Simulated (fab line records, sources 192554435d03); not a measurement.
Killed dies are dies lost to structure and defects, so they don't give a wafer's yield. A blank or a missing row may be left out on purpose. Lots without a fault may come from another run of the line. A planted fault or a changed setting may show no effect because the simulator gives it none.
Chamber matching | flow n5_finfet | N5_BEOL_M7_PECVD_70 on pecvd-02: 3 sister chambers
The step deposits SiO2 from TEOS/O2, target thk 20 nm, time 22.7 s. 3 wafers are shown with their chamber, then 9 later ones without.

WAFERS WITH THEIR CHAMBER
wafer  | chamber | heater_power_w (W)
L087.1 | 1       | 479
L087.2 | 0       | 889
L087.3 | 2       | 827

WAFERS WITHOUT THEIR CHAMBER
wafer  | heater_power_w (W)
L089.1 | 815
L089.3 | 771
L089.4 | 823
L092.2 | 860
L092.4 | 845
L092.6 | 891
L097.2 | 528
L097.4 | 823
L097.5 | 523

WHICH CHAMBER EACH WENT THROUGH
wafer  | from the rows above     | in truth
L089.1 | can't be placed: 2 or 0 | 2
L089.3 | can't be placed: 2 or 0 | 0
L089.4 | can't be placed: 2 or 0 | 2
L092.2 | can't be placed: 0 or 2 | 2
L092.4 | can't be placed: 2 or 0 | 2
L092.6 | can't be placed: 0 or 2 | 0
L097.2 | 1                       | 1
L097.4 | can't be placed: 2 or 0 | 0
L097.5 | 1                       | 1
Placed correctly: 2 of 9. Can't be placed from these rows: 7 (the true chamber is among the candidates in 7). Placed wrongly: 0.
How it was worked out, from the rows above alone: a wafer's distance from a chamber is the root of the sum, over the readings, of the square of ((its reading less the chamber's mean) divided by the reading's scatter). The wafer belongs to the nearest chamber; if the next one is less than 2 further off, it can't be placed. A chamber's mean is the mean of its shown wafers. The scatter: with one shown wafer a chamber, the root of the mean of the squares of how far each hidden wafer lies from its nearest shown one.
